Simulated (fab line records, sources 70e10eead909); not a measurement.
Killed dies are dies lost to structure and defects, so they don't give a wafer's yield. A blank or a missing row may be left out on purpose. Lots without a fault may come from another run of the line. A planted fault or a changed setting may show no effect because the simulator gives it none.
Chamber matching | flow nand_harc | NHARC_A_CHANNEL_FILL_D1_ALD_02 on ald_hk-03: 4 sister chambers
The step deposits SiO2, target thk 6 nm, pulse time 10 s, ald cycles 60. 18 wafers are shown with their chamber, then 9 later ones without.

WAFERS WITH THEIR CHAMBER
wafer  | chamber | heater_power_w (W) | susceptor_temp_C (C) | precursor_pulse_height_rel
L076.2 | 3       | 542                | 299.92               | 1.012
L076.3 | 0       | 461                | 299.88               | 0.954
L076.5 | 1       | 524                | 300.25               | 1.025
L081.1 | 2       | 435                | 300.28               | 1.045
L081.5 | 2       | 434                | 299.90               | 1.005
L081.6 | 1       | 519                | 299.87               | 1.008
L082.2 | 1       | 516                | 299.83               | 0.997
L082.4 | 3       | 528                | 299.79               | 0.993
L082.6 | 2       | 440                | 300.05               | 0.975
L083.1 | 1       | 514                | 300.00               | 1.001
L083.3 | 3       | 529                | 299.61               | 1.010
L083.4 | 2       | 441                | 300.03               | 1.025
L087.4 | 1       | 533                | 300.10               | 0.950
L087.5 | 1       | 522                | 299.98               | 1.002
L087.6 | 2       | 429                | 300.26               | 0.981
L088.1 | 3       | 539                | 299.69               | 0.990
L088.3 | 2       | 435                | 299.71               | 1.014
L088.5 | 0       | 445                | 299.97               | 1.012

SIGNATURES (means of the wafers above)
reading                    | chamber 0 | chamber 1 | chamber 2 | chamber 3 | scatter within a chamber
heater_power_w             | 453.00    | 521.33    | 435.67    | 534.50    | 6.57
susceptor_temp_C           | 299.9250  | 300.0050  | 300.0383  | 299.7525  | 0.171
precursor_pulse_height_rel | 0.98300   | 0.99717   | 1.00750   | 1.00125   | 0.025
Rule: a wafer's distance from a chamber is the root of the sum, over the readings, of the square of ((its reading less the chamber's mean) divided by the reading's scatter). The wafer belongs to the nearest chamber; if the next one is less than 2 further off, it can't be placed. The scatter: the root of (the sum of the squares of (reading less its chamber's mean) over the shown wafers, divided by (wafers less chambers)).

WAFERS WITHOUT THEIR CHAMBER
wafer  | heater_power_w (W) | susceptor_temp_C (C) | precursor_pulse_height_rel
L089.2 | 444                | 300.26               | 1.016
L089.4 | 536                | 299.89               | 1.005
L089.6 | 430                | 300.01               | 0.973
L091.2 | 539                | 300.06               | 1.020
L091.3 | 434                | 300.09               | 1.011
L091.4 | 452                | 299.65               | 1.029
L094.1 | 511                | 300.12               | 1.013
L094.2 | 440                | 300.16               | 1.005
L094.3 | 441                | 300.15               | 1.059

WHICH CHAMBER EACH WENT THROUGH
wafer  | from the rows above     | in truth
L089.2 | can't be placed: 2 or 0 | 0
L089.4 | can't be placed: 3 or 1 | 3
L089.6 | can't be placed: 2 or 0 | 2
L091.2 | can't be placed: 3 or 1 | 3
L091.3 | 2                       | 2
L091.4 | can't be placed: 0 or 2 | 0
L094.1 | 1                       | 1
L094.2 | can't be placed: 2 or 0 | 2
L094.3 | can't be placed: 2 or 0 | 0
Placed correctly: 2 of 9. Can't be placed from these rows: 7 (the true chamber is among the candidates in 7). Placed wrongly: 0.
